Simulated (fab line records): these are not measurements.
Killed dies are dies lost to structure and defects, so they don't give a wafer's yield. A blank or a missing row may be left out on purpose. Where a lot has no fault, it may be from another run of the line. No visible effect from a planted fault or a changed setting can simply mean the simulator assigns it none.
Split-lot experiment | flow n5-finfet | 21 wafers read from 7 lots, route of 1938 steps

== THE SPLIT ITSELF ==
At N5_BEOL_M7_HM_DEP_02 (deposits TiN, target thk 20 nm), the setting target-thk-a was moved away from the recipe's 200 angstrom on 5 of the 21 wafers read, by -9.4% to +10.4%. The other wafers ran this setting at the recipe's value.

== FROM THE SPLIT TO THE READING: what the file shows between them, 9 steps ==
- N5_BEOL_M7_EXPOSE_08: exposes mask M7 (also split here: dose-mj)
- N5_BEOL_M7_PEB_09: peb time 60 s
- N5_BEOL_M7_DEVELOP_10: develop time 30 s
- N5_BEOL_M7_CD_MEAS_11: target cd 38.5 nm
- N5_BEOL_M7_DESCUM_16: chemistry O2, time 7.9 s
- N5_BEOL_M7_ETCH_61: etches SiARC in CF4, target depth 45.5 nm, time 75.8 s
- N5_BEOL_M7_ETCH_62: etches SOC in N2/H2, target depth 110 nm, overetch 22 nm, time 165 s
- N5_BEOL_M7_STRIP_68: strips in N2/H2
- N5_BEOL_M7_STRIP_67: strips in CF4

== THE READING ==
etch.depth-nm (the simulator's own value, which no gauge read), in nm, at N5_BEOL_M7_HM_OPEN_17 (chemistry Cl2/BCl3, target TiN, target depth 20 nm, overetch 6 nm). No usual value for it is given in the file. Here, 16 wafers ran the recipe; their average is 20.00 nm with a standard deviation of 0.25 nm.

wafer  | tool, chamber at the split | target-thk-a as run, angstrom | against the recipe | etch.depth-nm, nm | against lot-mates on the recipe
L081.1 | pvd-sputter-01, -          | 209.6                         | +4.8%              | 21.28             | +1.08
L081.2 | pvd-sputter-01, -          | 200                           | recipe             | 20.08             | -
L081.3 | pvd-sputter-01, -          | 200                           | recipe             | 20.32             | -
L083.2 | pvd-sputter-01, -          | 200                           | recipe             | 20.1              | -
L083.3 | pvd-sputter-01, -          | 200                           | recipe             | 20.14             | -
L083.4 | pvd-sputter-01, -          | 187                           | -6.5%              | 18.83             | -1.29
L087.1 | pvd-sputter-01, -          | 200                           | recipe             | 20.03             | -
L087.2 | pvd-sputter-01, -          | 200                           | recipe             | 20.23             | -
L087.4 | pvd-sputter-01, -          | 220.8                         | +10.4%             | 22.08             | +1.95
L091.1 | pvd-sputter-03, -          | 200                           | recipe             | 19.86             | -
L091.2 | pvd-sputter-03, -          | 200                           | recipe             | 19.98             | -
L091.5 | pvd-sputter-03, -          | 200                           | recipe             | 20.05             | -
L093.2 | pvd-sputter-01, -          | 200                           | recipe             | 20.09             | -
L093.3 | pvd-sputter-01, -          | 200                           | recipe             | 19.59             | -
L093.4 | pvd-sputter-01, -          | 200                           | recipe             | 20.02             | -
L094.1 | pvd-sputter-01, -          | 200                           | recipe             | 19.42             | -
L094.2 | pvd-sputter-01, -          | 200                           | recipe             | 19.77             | -
L094.4 | pvd-sputter-01, -          | 181.2                         | -9.4%              | 17.74             | -1.86
L096.1 | pvd-sputter-01, -          | 200                           | recipe             | 20.42             | -
L096.2 | pvd-sputter-01, -          | 209                           | +4.5%              | 20.78             | +0.60
L096.3 | pvd-sputter-01, -          | 200                           | recipe             | 19.94             | -

FIT RESULTS
A straight line over all 21 wafers: etch.depth-nm changes by +0.213 nm for each +1% of target-thk-a; r = +0.96; the points scatter about the line by 0.25 nm.
The same after taking each lot's own level away (the mean of its wafers on the recipe; 21 wafers): +0.192 nm for each +1%; r = +0.98; scatter 0.16 nm.
According to that fit, moving target-thk-a by its largest amount changes the reading by 2 nm.
Measured against the standard deviation above, the lots' own levels, which go from 19.595 to 20.200 nm, span 2.5 times it.
So the lot-to-lot level changes the slope: the two fits differ.
Check: for one of the wafers moved furthest among these (+10.4%), held out of the fit, the line's prediction against its lot-mates is +2 nm. Against them it came out at +1.95 nm.

== THE OTHER SPLITS THESE WAFERS WENT THROUGH ==
Other splits were also applied to these wafers ahead of the reading. Each is held against what the fit with the lots' levels taken away leaves over:
other split on the same wafers    | wafers away from the commonest value | r with etch.depth-nm (lot level and that fit taken away)
N5_BEOL_M3_COAT_73 temp-c         | 8                                    | -0.03
N5_BEOL_M3_ETCH_41 target-depth-a | 11                                   | +0.21
N5_BEOL_M5_HM_DEP_02 target-thk-a | 8                                    | +0.20
N5_BEOL_M5_COAT_60 time-s         | 3                                    | -0.16
N5_BEOL_M7_EXPOSE_08 dose-mj      | 11                                   | -0.20

== THE WHOLE CHAIN: every reading that the file lists as answering this split, in the file's order ==
step                  | what it does                                                      | reading                                                                          | change (the file's fit)               | r (the file's)
N5_BEOL_M7_HM_DEP_02  | deposits TiN, target thk 20 nm                                    | TiN_of_BEOL_M7_HM_DEP_02.thk-nm (the simulator's own value, which no gauge read) | +0.189 nm for each +1% of the setting | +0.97
N5_BEOL_M7_HM_OPEN_17 | chemistry Cl2/BCl3, target TiN, target depth 20 nm, overetch 6 nm | etch.depth-nm (the simulator's own value, which no gauge read)                   | +0.191 nm for each +1% of the setting | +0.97

== FILE'S OWN FIT ==
etch.depth-nm changes by +0.191 nm for each +1% of target-thk-a, r = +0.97.
